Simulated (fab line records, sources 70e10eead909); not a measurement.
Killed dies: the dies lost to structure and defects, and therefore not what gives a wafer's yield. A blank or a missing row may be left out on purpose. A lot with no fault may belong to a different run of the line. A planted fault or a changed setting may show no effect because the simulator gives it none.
fab line records    flow nandHarc
record lots=14  wafers=42  lastDay=33
route steps=1302 shown A_WL_FILL@966 A_M1@1189 THIN_TSV@1270 END@1302
lots that met no fault: taken from a fault-free run of the same line
startH: hours from the record's first day to the start of the lot's first wafer shown    waitH: time in hours since the lot's previous step    " unchanged from the row above    L1.1+2: one row covering several wafers at once    - no value present, or no start provided    * or withheld: withheld    < > ~ a bound
route shown NAME@n: a module of which the file shows steps, and the number in the route of the first    usual: the fault-free wafers' mean and standard deviation    same: alike in all rows    chamber/n: place in a boat    sites: the reading at each site    _std_site: their standard deviation    _edge_site: mean of outer sites minus mean of inner sites    radiusMm: how far each site lies from the wafer's centre    mask NAME#n: copy n    behind: the last tool/chamber to shape the wafer    hold: cause of the lot's hold/its duration in hours/its outcome    device: the n, p or np transistor that did not switch    end of line: tests of these same wafers at the route's end    step lacking rows: just its recipe    killed: dies lost to structure and defects at the first sort, not the wafer's yield    map: the dies of a wafer, with x for killed, . for not killed, _ for no die there
set.NAME: the run value of the setting; set.NAME@STEP: its run value at that earlier step    model.NAME: the simulator's own value behind a step, which no gauge read
route steps across a sampled set of lots; one table per step, one row per wafer
services: the hour from which a tool's chamber was out of use, counted from the record's first day as startH (under 0 if before that day), plus the number of hours and why
## steps
# step NHARC_A_WL_FILL_ETCHBACK_16
# recipe targetDepthA=1200  timeS=24  c4f8FlowSccm=withheld  o2FlowSccm=8  arFlowSccm=withheld  rfW=600  biasW=800  chemistry=C4F8/O2/Ar
# usual oesProductAu=0.98/0.032  rfVppV=722/4.3
lot.wafer  tool        chamber  startH  waitH  oesProductAu  rfHoursCounterH  rfVppV
L255.1     rieDiel-12  0        483.35  -      0.93          0.5              721
L255.3     "           3        "       "      0.95          0.4              729
L255.5     "           0        "       "      0.91          -                721
L257.3     rieDiel-01  3        493.59  -      0.98          3.7              718
L257.1     "           1        "       "      0.94          3.4              720
L257.4     "           2        "       "      0.97          3.4              719
L256.3     rieDiel-05  3        493.65  -      0.94          3.1              723
L256.2     "           0        "       "      0.92          3.6              718
L256.4     "           2        "       "      0.95          2.7              726
L258.2     rieDiel-05  1        523.61  -      1.00          4.4              724
L258.1     "           2        "       "      1.01          4.1              725
L258.6     "           2        "       "      1.01          -                726
L261.4     rieDiel-05  2        526.72  -      1.00          4.1              726
L261.1     "           1        "       "      0.99          4.4              724
L261.5     "           3        "       "      0.99          -                721
L259.2     rieDiel-12  0        537.78  -      0.99          2.5              719
L259.4     "           3        "       "      1.02          2.4              731
L259.6     "           1        "       "      0.99          -                730
L260.3     rieDiel-01  1        544.30  -      0.92          5.1              718
L260.6     "           3        "       "      0.93          -                719
L260.5     "           0        "       "      0.93          -                721
L263.4     rieDiel-05  1        544.32  -      1.00          5.4              725
L263.1     "           2        "       "      1.01          5.0              726
L263.5     "           3        "       "      1.00          -                722
L265.1     rieDiel-05  2        582.44  -      1.00          7.0              727
L265.3     "           3        "       "      0.98          7.4              721
L265.5     "           1        "       "      0.99          -                722
L266.2     rieDiel-01  3        596.21  -      0.94          0.7              717
L266.3     "           0        "       "      0.91          0.7              722
L266.6     "           3        "       "      0.94          -                715
L268.2     rieDiel-01  0        606.27  -      0.99          0.9              721
L268.1     "           1        "       "      1.03          0.9              719
L268.6     "           1        "       "      1.01          -                719
L267.3     rieDiel-01  0        606.33  -      0.99          0.9              722
L267.1     "           1        "       "      1.02          1.0              718
L267.4     "           2        "       "      1.00          1.1              719
L277.4     rieDiel-01  2        701.83  -      0.99          4.1              718
L277.1     "           3        "       "      1.00          4.0              717
L277.6     "           3        "       "      1.00          -                717
L278.1     rieDiel-01  1        708.00  -      1.02          3.9              718
L278.4     "           3        "       "      0.99          4.0              716
L278.3     "           0        "       "      0.99          3.6              721
# step NHARC_A_M1_DEGAS_29
# recipe tempC=250  timeS=60
# usual heaterPowerW=344/36
lot.wafer  tool           chamber  startH  waitH  heaterPowerW
L255.1     pvdSputter-01  -        537.69  -      270
L255.3     "              -        "       "      336
L255.5     "              -        "       "      301
L257.1     pvdSputter-03  -        540.90  -      369
L257.4     "              -        "       "      339
L257.3     "              -        "       "      387
L256.3     pvdSputter-02  -        542.64  -      322
L256.2     "              -        "       "      385
L256.4     "              -        "       "      320
L258.1     pvdSputter-01  -        577.14  -      344
L258.2     "              -        "       "      319
L258.6     "              -        "       "      364
L261.1     pvdSputter-02  -        581.24  -      385
L261.4     "              -        "       "      354
L261.5     "              -        "       "      341
L259.4     pvdSputter-01  -        602.16  -      364
L259.2     "              -        "       "      279
L259.6     "              -        "       "      360
L260.3     pvdSputter-03  -        604.79  -      327
L260.5     "              -        "       "      337
L260.6     "              -        "       "      420
L263.1     pvdSputter-01  -        605.74  -      297
L263.4     "              -        "       "      282
L263.5     "              -        "       "      362
L265.3     pvdSputter-01  -        631.04  -      365
L265.1     "              -        "       "      287
L265.5     "              -        "       "      279
L266.2     pvdSputter-03  -        652.61  -      341
L266.3     "              -        "       "      308
L266.6     "              -        "       "      321
L267.1     pvdSputter-01  -        654.35  -      365
L267.3     "              -        "       "      297
L267.4     "              -        "       "      369
L268.2     pvdSputter-01  -        659.70  -      290
L268.1     "              -        "       "      367
L268.6     "              -        "       "      286
L277.1     pvdSputter-02  -        751.00  -      359
L277.4     "              -        "       "      326
L277.6     "              -        "       "      358
L278.1     pvdSputter-03  -        754.21  -      397
L278.4     "              -        "       "      301
L278.3     "              -        "       "      339
# step NHARC_THIN_TSV_DEGAS_49
# recipe tempC=300  timeS=120
# usual heaterPowerW=476/51
lot.wafer  tool           chamber  startH  waitH  heaterPowerW
L255.1     pvdSputter-02  -        559.11  0.2    450
L255.3     "              -        "       "      531
L255.5     "              -        "       "      484
L257.3     pvdSputter-02  -        560.45  0.1    470
L257.1     "              -        "       "      464
L257.4     "              -        "       "      494
L256.4     pvdSputter-03  -        564.07  0.1    457
L256.2     "              -        "       "      583
L256.3     "              -        "       "      435
L258.2     pvdSputter-02  -        598.61  0.1    523
L258.1     "              -        "       "      479
L258.6     "              -        "       "      524
L261.1     pvdSputter-03  -        606.44  0.1    583
L261.4     "              -        "       "      457
L261.5     "              -        "       "      565
L259.4     pvdSputter-03  -        625.37  0.1    577
L259.2     "              -        "       "      474
L259.6     "              -        "       "      575
L260.3     pvdSputter-02  -        626.36  0.1    450
L260.6     "              -        "       "      468
L260.5     "              -        "       "      454
L263.1     pvdSputter-02  -        627.55  0.1    476
L263.4     "              -        "       "      442
L263.5     "              -        "       "      459
L265.1     pvdSputter-01  -        652.14  0.1    416
L265.3     "              -        "       "      512
L265.5     "              -        "       "      408
L266.3     pvdSputter-01  -        676.26  0.1    507
L266.2     "              -        "       "      408
L266.6     "              -        "       "      511
L267.4     pvdSputter-03  -        677.51  0.1    471
L267.1     "              -        "       "      573
L267.3     "              -        "       "      477
L268.1     pvdSputter-03  -        681.43  0.1    470
L268.2     "              -        "       "      429
L268.6     "              -        "       "      477
L277.1     pvdSputter-02  -        772.10  0.1    494
L277.4     "              -        "       "      441
L277.6     "              -        "       "      496
L278.1     pvdSputter-03  -        775.81  0.1    541
L278.3     "              -        "       "      419
L278.4     "              -        "       "      532
# step NHARC_THIN_TSV_CD_MEAS_33
# recipe targetCdNm=5000  landingEnergyEv=500
# usual cdNm=5001/3.1
# same landingEnergyEv=500
lot.wafer  tool      chamber  startH  waitH  cdNm
L255.1     cdSem-03  0        562.22  -      5004
L255.3     "         0        "       "      4999
L255.5     "         0        "       "      4999
L257.1     cdSem-03  0        563.60  -      5003
L257.3     "         0        "       "      5001
L257.4     "         0        "       "      5001
L256.2     cdSem-01  0        567.19  -      5000
L256.3     "         0        "       "      5002
L256.4     "         0        "       "      5004
L258.1     cdSem-03  0        601.74  -      5004
L258.2     "         0        "       "      5004
L258.6     "         0        "       "      4997
L261.1     cdSem-03  0        609.58  -      4999
L261.4     "         0        "       "      4998
L261.5     "         0        "       "      4999
L259.2     cdSem-01  0        628.52  -      4998
L259.4     "         0        "       "      5001
L259.6     "         0        "       "      4996
L260.3     cdSem-02  0        629.49  -      4995
L260.5     "         0        "       "      4997
L260.6     "         0        "       "      4996
L263.1     cdSem-01  0        630.57  -      5001
L263.4     "         0        "       "      4999
L263.5     "         0        "       "      4995
L265.1     cdSem-03  0        655.14  -      5003
L265.3     "         0        "       "      5001
L265.5     "         0        "       "      4999
L266.2     cdSem-03  0        679.57  -      5004
L266.3     "         0        "       "      5003
L266.6     "         0        "       "      5007
L267.1     cdSem-02  0        680.63  -      5000
L267.3     "         0        "       "      4999
L267.4     "         0        "       "      5000
L268.1     cdSem-01  0        684.43  -      4999
L268.2     "         0        "       "      4997
L268.6     "         0        "       "      4998
L277.1     cdSem-03  0        775.10  -      5003
L277.4     "         0        "       "      5000
L277.6     "         0        "       "      4997
L278.1     cdSem-01  0        778.81  -      5003
L278.3     "         0        "       "      4996
L278.4     "         0        "       "      4998
# step NHARC_END_SORT_01
# recipe tempC=25
# usual killedAtArray=64/20  killedAtOther=0.7/1.1  killedAtPeriphery=3.6/2.7  killedDies=68/20  killedOpen=2.8/1.9  killedShort=2.3/1.5
# same grossDies=677
lot.wafer  tool       chamber  startH  waitH  killedAtArray  killedAtOther  killedAtPeriphery  killedDies  killedOpen  killedShort
L267.1     prober-02  0        688.77  2.5    103            0              2                  105         3           1
L267.3     prober-02  0        690.39  3.1    157            0              2                  159         0           1
L267.4     prober-02  0        691.20  3.4    131            1              2                  134         3           1
L268.1     prober-01  0        696.64  2.5    119            0              8                  127         1           0
L268.2     prober-01  0        697.44  2.8    140            0              12                 152         3           3
L268.6     prober-01  0        700.65  4.0    122            1              7                  130         4           1
# killed by level:class
L267.1 A_WL_FILL:unspecified=65 A_SLIT:chamberFilmFlake=18 A_CHANNEL_HOLE_D2:chamberFilmFlake=8 A_STAIRCASE:chamberFilmFlake=3 A_CONTACT:chamberFilmFlake=2 A_ONON_D1:geometricParticle:short=1 A_ONON_D2:geometricParticle:open=1 A_SGD_CUT:geometricParticle:open=1
L267.3 A_WL_FILL:unspecified=88 A_SLIT:chamberFilmFlake=33 A_CHANNEL_HOLE_D2:chamberFilmFlake=20 A_CHANNEL_HOLE_D1:chamberFilmFlake=9 A_STAIRCASE:chamberFilmFlake=3 A_CHANNEL_FILL_D2:geometricParticle:short=1 P_ZERO_WELL:chamberFilmFlake=1 P_GATE:chamberFilmFlake=1
L267.4 A_WL_FILL:unspecified=64 A_SLIT:chamberFilmFlake=26 A_CHANNEL_HOLE_D2:chamberFilmFlake=20 A_CHANNEL_HOLE_D1:chamberFilmFlake=6 A_STAIRCASE:chamberFilmFlake=6 A_M1:chamberFilmFlake=3 P_BONDPAD:chamberFilmFlake=2 A_DECK1_JOINT:geometricParticle:short=1
L268.1 A_WL_FILL:unspecified=81 A_CHANNEL_HOLE_D1:chamberFilmFlake=30 P_STI:chamberFilmFlake=4 A_STAIRCASE:chamberFilmFlake=4 P_ZERO_WELL:chamberFilmFlake=3 A_CONTACT:chamberFilmFlake=2 A_ONON_D1:geometricParticle:open=1 P_CONTACT:chamberFilmFlake=1
L268.2 A_WL_FILL:unspecified=98 A_CHANNEL_HOLE_D1:chamberFilmFlake=29 P_CONTACT:chamberFilmFlake=5 P_STI:chamberFilmFlake=4 A_CONTACT:chamberFilmFlake=3 A_SLIT:chamberFilmFlake=2 A_CHANNEL_FILL_D2:chamberFilmFlake=2 P_GATE:geometricParticle:short=1
L268.6 A_WL_FILL:unspecified=73 A_CHANNEL_HOLE_D1:chamberFilmFlake=27 A_SLIT:chamberFilmFlake=5 A_CONTACT:chamberFilmFlake=5 A_CHANNEL_HOLE_D2:chamberFilmFlake=4 A_CHANNEL_FILL_D2:chamberFilmFlake=3 P_ZERO_WELL:chamberFilmFlake=2 P_GATE:geometricParticle:open=1
## services
tool           chamber  startH  hours  kind
pvdSputter-02  -        460.00  10.0   pm
rieDiel-12     0        468.24  1.4    repair
rieDiel-12     3        503.27  4.2    repair
pvdSputter-03  -        547.47  10.0   pm
rieDiel-01     -        557.80  9.0    pm
rieDiel-05     1        562.57  6.9    repair
rieDiel-12     1        574.03  8.2    repair
pvdSputter-01  -        582.14  10.0   pm
rieDiel-05     -        583.60  9.0    pm
rieDiel-12     3        609.20  3.6    repair
pvdSputter-01  -        621.43  1.5    repair
rieDiel-12     -        622.51  9.0    pm
pvdSputter-02  -        638.00  10.0   pm
rieDiel-01     -        681.01  3.2    repair
pvdSputter-02  -        683.12  1.9    repair
rieDiel-01     0        692.81  4.3    repair
rieDiel-01     -        703.85  2.2    repair
rieDiel-05     -        712.86  0.4    repair
pvdSputter-03  -        725.52  10.0   pm
rieDiel-01     -        734.80  9.0    pm
rieDiel-01     2        746.95  4.4    repair
rieDiel-01     1        757.91  22.9   repair
pvdSputter-01  -        760.14  10.0   pm
rieDiel-05     -        760.60  9.0    pm
## key
firstSign step=NHARC_END_SORT_01  reading=killedDies  direction=up  sigmas=3.4  usual=68  struck=134
effect step=NHARC_END_SORT_01  reading=killedAtArray  direction=up  sigmas=3.3  usual=64  struck=129
moreKillsBornAt NHARC_A_WL_FILL_ETCHBACK_16@rieDiel-01=469
metAt NHARC_A_WL_FILL_ETCHBACK_16
struckLots L267,L268
testerLeftOut L267,L268
notActingAt NHARC_A_M1_DEGAS_29,NHARC_THIN_TSV_DEGAS_49,NHARC_THIN_TSV_CD_MEAS_33
fault kind=chamberParticleSource  tool=rieDiel-01  chamber=-  onsetH=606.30  steps=NHARC_A_WL_FILL_ETCHBACK_16  ratePerVisitCm2=1.0403  endH=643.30
# testerLeftOut: of these lots the tester's yield and bins aren't shown, on N5 and GAA mostly nor the transistor test; their killed dies are dies lost to structure and defects alone, not to doping, threshold or leakage, so they don't give the yield
